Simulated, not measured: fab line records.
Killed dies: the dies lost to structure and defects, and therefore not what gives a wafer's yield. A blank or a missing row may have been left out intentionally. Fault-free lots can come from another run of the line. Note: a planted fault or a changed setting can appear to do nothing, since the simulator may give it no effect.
Chamber matching | flow nand-harc | NHARC_A_ZERO_WELL_DESCUM_12 on rie-diel-13 has 4 sister chambers
The step chemistry O2, time 3 s. 16 wafers are shown with their chamber, then 8 later ones without.

## EACH WAFER AND ITS CHAMBER
wafer  | chamber | showerhead-plenum-p-Torr (Torr) | drypump-motor-current-A (A) | oes-product-au (a.u.)
L962.1 | 2       | 2.03                            | 5.7                         | 1.003
L962.4 | 3       | 2.05                            | 5.2                         | 0.994
L962.6 | 3       | 2.05                            | 5.2                         | 1.001
L966.2 | 3       | 2.05                            | 5.2                         | 1.000
L966.5 | 1       | 1.86                            | 5.7                         | 1.025
L966.6 | 2       | 2.03                            | 5.7                         | 0.993
L967.1 | 1       | 1.86                            | 5.7                         | 1.017
L967.2 | 0       | 1.93                            | 5.7                         | 0.992
L967.4 | 2       | 2.03                            | 5.7                         | 1.001
L970.1 | 1       | 1.86                            | 5.8                         | 1.027
L970.2 | 0       | 1.93                            | 5.7                         | 0.995
L970.4 | 3       | 2.05                            | 5.2                         | 0.992
L973.1 | 2       | 2.02                            | 5.7                         | 1.005
L973.2 | 3       | 2.05                            | 5.2                         | 0.982
L973.5 | 1       | 1.86                            | 5.8                         | 1.009
L979.1 | 0       | 1.93                            | 5.7                         | 0.969

SIGNATURES (averages over the wafers above)
reading                  | chamber 0 | chamber 1 | chamber 2 | chamber 3 | scatter within a chamber
showerhead-plenum-p-Torr | 1.9300    | 1.8600    | 2.0275    | 2.0500    | 0.0025
drypump-motor-current-A  | 5.700     | 5.750     | 5.700     | 5.200     | 0.0289
oes-product-au           | 0.98533   | 1.01950   | 1.00050   | 0.99380   | 0.00877
Rule: distance of a wafer from a chamber = root of the sum over the readings of ((wafer's reading minus chamber's mean) / reading's scatter) squared. If the next closest chamber is less than 2 further off than the closest, the wafer can't be placed; otherwise it belongs to the closest. The scatter: take each reading less its chamber's mean, square it, sum over the shown wafers, divide by the number of wafers less the number of chambers, and take the root.

## WAFERS WHOSE CHAMBER IS MISSING
wafer  | showerhead-plenum-p-Torr (Torr) | drypump-motor-current-A (A) | oes-product-au (a.u.)
L979.4 | 2.02                            | 5.7                         | 0.987
L979.6 | 2.02                            | 5.7                         | 0.994
L980.4 | 2.02                            | 5.7                         | 0.993
L980.5 | 1.86                            | 5.7                         | 1.016
L980.6 | 2.02                            | 5.7                         | 1.002
L981.1 | 2.05                            | 5.2                         | 0.987
L981.3 | 1.93                            | 5.7                         | 0.989
L981.6 | 2.02                            | 5.7                         | 0.996

## WHICH CHAMBER EACH WENT THROUGH
wafer  | from the rows above | in truth
L979.4 | 2                   | 2
L979.6 | 2                   | 2
L980.4 | 2                   | 2
L980.5 | 1                   | 1
L980.6 | 2                   | 2
L981.1 | 3                   | 3
L981.3 | 0                   | 0
L981.6 | 2                   | 2
Placed correctly: 8 of 8. Left unplaced by these rows: 0. 0 placed wrongly.
